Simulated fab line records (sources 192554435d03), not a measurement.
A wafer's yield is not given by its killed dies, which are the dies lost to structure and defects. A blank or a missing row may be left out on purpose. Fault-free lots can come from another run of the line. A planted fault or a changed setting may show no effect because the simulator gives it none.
Which tool is to blame? -- flow n5-finfet -- 10 lots, 30 wafers sampled, at 5 steps of a route of 1938

== WHAT EACH GAUGE READ, for each wafer ==
N5_MOL_CONTACT_COAG_OVL_MEAS_09.
lot,measured,on,CA_OVL (nm)
L586,day 4 18:39,overlay-02,-0.2 1.3 1.4
L587,day 4 23:35,overlay-01,0.1 0.1 0.8
L588,day 5 03:48,overlay-02,1.3 1.9 0.0
L589,day 5 14:10,overlay-01,1.5 0.8 1.0
L592,day 6 05:05,overlay-01,0.4 0.2 0.8
L593,day 6 15:07,overlay-02,0.5 1.1 0.2
L594,day 6 20:05,overlay-01,0.7 -0.6 0.8
L597,day 7 14:07,overlay-01,0.3 -0.2 0.6
L601,day 8 12:13,overlay-01,0.3 0.7 0.2
L609,day 10 17:04,overlay-01,0.0 0.3 0.0

N5_BEOL_M4_RC_MEAS_101.
lot,measured,on,DIBL_N (mV/V),DIBL_P (mV/V),IOFF_N (nA/um),IOFF_P (nA/um),ION_N (uA/um),ION_P (uA/um),RC_DENSE_N (ohm.um),RC_DENSE_P (ohm.um),RC_N (ohm.um),RC_P (ohm.um),SS_N (mV/dec),SS_P (mV/dec),VT_N (mV),VT_P (mV)
L586,day 8 02:04,prober-01,37.6 37.6 37.4,37.9 38.2 37.4,0.159 0.161 0.151,0.247 0.259 0.246,674 665 661,474 465 464,19.0 19.2 18.5,24.2 24.3 23.4,15.54 15.69 15.21,19.5 19.8 19.2,72.6 72.1 72.0,72.9 73.1 73.3,249.2 249.9 252.7,-247 -245 -247
L587,day 8 01:47,prober-02,34.2 36.8 33.5,34.5 37.8 33.2,0.138 0.194 0.126,0.227 0.293 0.204,667 698 671,469 488 473,19.4 19.1 19.5,24.0 23.2 23.9,15.75 15.49 16.01,19.4 19.0 19.5,71.9 72.0 71.0,73.4 74.1 73.4,252.3 244.4 253.8,-246 -244 -246
L588,day 8 07:58,prober-01,38.6 38.9 37.4,38.4 38.0 36.7,0.186 0.179 0.161,0.248 0.249 0.224,673 676 667,464 461 457,18.9 18.8 18.9,23.7 23.8 24.0,15.39 15.34 15.51,19.2 19.1 19.4,71.8 73.0 72.1,74.6 73.8 73.5,246.8 248.2 249.3,-245 -247 -250
L589,day 8 11:07,prober-01,37.4 37.1 38.6,36.1 34.9 37.0,0.166 0.160 0.187,0.220 0.197 0.237,685 666 667,463 457 460,18.4 19.2 19.0,23.6 24.1 24.1,15.14 15.50 15.38,19.3 19.7 19.7,71.4 72.1 72.1,72.5 72.6 74.1,248.1 249.0 248.3,-248 -251 -251
L592,day 10 05:20,prober-01,36.0 35.7 35.8,36.4 36.1 37.0,0.159 0.144 0.159,0.242 0.236 0.255,676 666 674,472 471 476,18.5 19.3 18.7,23.2 24.1 23.5,15.08 15.73 15.29,18.9 19.6 19.2,72.3 71.4 71.3,73.8 72.5 73.1,249.5 252.1 251.9,-244 -245 -244
L593,day 9 22:04,prober-02,34.3 36.0 35.6,33.5 35.1 34.9,0.120 0.144 0.146,0.195 0.229 0.223,661 673 669,468 470 466,19.3 19.0 19.3,24.4 24.2 24.4,15.90 15.72 15.69,19.8 19.5 19.8,71.3 71.5 71.7,72.6 73.6 73.7,255.7 250.6 251.3,-250 -248 -248
L594,day 10 03:40,prober-02,34.9 36.1 35.3,36.3 37.6 36.3,0.130 0.150 0.134,0.186 0.212 0.204,673 668 673,461 463 467,19.2 19.2 19.0,23.7 23.8 23.5,15.59 15.68 15.45,19.3 19.2 19.1,71.5 71.2 71.8,73.1 73.0 73.3,254.1 250.0 253.3,-253 -251 -251
L597,day 10 20:20,prober-02,36.3 38.6 38.7,34.9 38.2 37.5,0.144 0.206 0.192,0.196 0.250 0.239,677 688 672,462 464 458,18.1 19.1 18.6,22.9 24.4 23.5,15.05 15.74 15.12,18.9 20.2 19.2,71.5 71.5 72.1,73.1 74.8 73.9,253.0 247.2 248.8,-252 -246 -248
L601,day 12 04:41,prober-02,35.8 38.1 36.9,35.7 38.4 37.2,0.143 0.181 0.156,0.210 0.239 0.218,658 673 668,449 462 463,26.1 26.0 25.5,32.2 32.5 31.8,21.26 21.11 20.66,26.7 26.6 25.9,70.9 72.3 71.6,72.8 73.7 73.5,251.7 250.4 250.8,-252 -250 -250
L609,day 13 14:23,prober-01,34.1 36.1 35.6,35.2 37.2 36.6,0.146 0.166 0.160,0.200 0.217 0.213,676 667 676,467 462 461,19.0 19.2 18.7,23.8 24.1 23.5,15.40 15.48 15.23,19.3 19.7 19.3,70.4 71.7 71.5,73.2 73.4 73.7,249.4 249.0 250.4,-249 -247 -251

== TOOL THAT RAN EACH LOT (tool first, then ch and the chambers of the sampled wafers, then the start) ==
lot,N5_MOL_CONTACT_COAG_IMPLANT_129,N5_MOL_CONTACT_COAG_TI_SIL_19,N5_MOL_CONTACT_COAG_PRE_CLEAN_141
L586,"implanter-02 ch 0, day 4 19:14","pvd-sputter-02, day 4 19:50","pvd-sputter-02, day 4 22:06"
L587,"implanter-02 ch 0, day 5 00:09","pvd-sputter-01, day 5 01:08","pvd-sputter-01, day 5 02:06"
L588,"implanter-01 ch 0, day 5 04:26","pvd-sputter-03, day 5 04:55","pvd-sputter-01, day 5 06:59"
L589,"implanter-01 ch 0, day 5 15:07","pvd-sputter-01, day 5 15:33","pvd-sputter-03, day 5 16:26"
L592,"implanter-01 ch 0, day 6 05:36","pvd-sputter-01, day 6 07:32","pvd-sputter-01, day 6 08:59"
L593,"implanter-02 ch 0, day 6 16:09","pvd-sputter-01, day 6 16:30","pvd-sputter-03, day 6 17:13"
L594,"implanter-02 ch 0, day 6 21:08","pvd-sputter-01, day 6 21:34","pvd-sputter-02, day 7 00:02"
L597,"implanter-01 ch 0, day 7 14:47","pvd-sputter-02, day 7 16:46","pvd-sputter-02, day 7 18:49"
L601,"implanter-01 ch 0, day 8 12:44","pvd-sputter-02, day 8 13:18","pvd-sputter-03, day 8 15:43"
L609,"implanter-02 ch 0, day 10 17:52","pvd-sputter-03, day 10 18:19","pvd-sputter-02, day 10 19:52"
- N5_MOL_CONTACT_COAG_IMPLANT_129
- N5_MOL_CONTACT_COAG_TI_SIL_19: material Ti, target thk 4.2 nm, time 15 s.
- N5_MOL_CONTACT_COAG_PRE_CLEAN_141: time 60 s.

== AS READ BY THE TOOLS THEMSELVES (means over the sampled wafers that have a number; for cases with no such wafer, the mark the record gives instead) ==
N5_MOL_CONTACT_COAG_IMPLANT_129.
lot,tool,beam-energy-keV,end-station-pressure-torr (Torr),tilt-deg (degrees)
L586,implanter-02,3.0010,6.0e-06,-0.021
L587,implanter-02,3.0013,5.8e-06,-0.006
L588,implanter-01,2.9994,5.7e-06,-0.004
L589,implanter-01,2.9989,5.7e-06,0.020
L592,implanter-01,2.9996,6.0e-06,0.009
L593,implanter-02,2.9996,6.2e-06,-0.001
L594,implanter-02,3.0003,5.8e-06,0.017
L597,implanter-01,3.0004,5.6e-06,0.003
L601,implanter-01,1.1449,8.4e-06,-0.013
L609,implanter-02,3.0013,6.1e-06,-0.003

N5_MOL_CONTACT_COAG_TI_SIL_19.
lot,tool,throttle-valve-pct (%)
L586,pvd-sputter-02,30.5
L587,pvd-sputter-01,29.9
L588,pvd-sputter-03,30.1
L589,pvd-sputter-01,29.9
L592,pvd-sputter-01,30.3
L593,pvd-sputter-01,29.7
L594,pvd-sputter-01,30.0
L597,pvd-sputter-02,30.3
L601,pvd-sputter-02,30.8
L609,pvd-sputter-03,30.4

N5_MOL_CONTACT_COAG_PRE_CLEAN_141.
lot,tool,heater-power-w (W)
L586,pvd-sputter-02,437
L587,pvd-sputter-01,496
L588,pvd-sputter-01,481
L589,pvd-sputter-03,452
L592,pvd-sputter-01,484
L593,pvd-sputter-03,424
L594,pvd-sputter-02,479
L597,pvd-sputter-02,476
L601,pvd-sputter-03,443
L609,pvd-sputter-02,436

== THE ANSWER, worked out from the rows above alone ==
Rule: the lots themselves supply what counts as usual. The widest of any qualifying gaps counts: lots, ordered by their means at a reading, are off when they make up no more than a third of the lots, leave a main group of 4 or more, and stand apart from it by 3 or more times the standard deviation of that group's means. A main group is skipped when, at the precision printed for the reading in the tables above, its means are all equal. Also off: a lot with no number at a reading for which 4 or more lots have one. Any other lot the step has rows for is counted as sound. After the gauges, taken in route order, come the tools' own readings; for these a lot's mean is taken, as printed above. The first step at which some lot is off is used, and at that step the reading that is off furthest; a lot without a number counts as furthest.
Off: L601, seen at N5_BEOL_M4_RC_MEAS_101 (RC_P). The main group: mean 19.4 ohm.um, standard deviation 0.16.
A tool fits if, at a process step before that reading, it ran every lot that is off, and no sound lot after the first of them. Not tried: the gauges at N5_BEOL_M4_RC_MEAS_101; whatever is off there is also off at N5_MOL_CONTACT_COAG_IMPLANT_129, on other tools, and gauge error can't account for it. Can't be told from this: 3 tools fit, implanter-01 at N5_MOL_CONTACT_COAG_IMPLANT_129, pvd-sputter-02 at N5_MOL_CONTACT_COAG_TI_SIL_19, pvd-sputter-03 at N5_MOL_CONTACT_COAG_PRE_CLEAN_141.

== WHAT THE SIMULATOR HAD PUT IN ==
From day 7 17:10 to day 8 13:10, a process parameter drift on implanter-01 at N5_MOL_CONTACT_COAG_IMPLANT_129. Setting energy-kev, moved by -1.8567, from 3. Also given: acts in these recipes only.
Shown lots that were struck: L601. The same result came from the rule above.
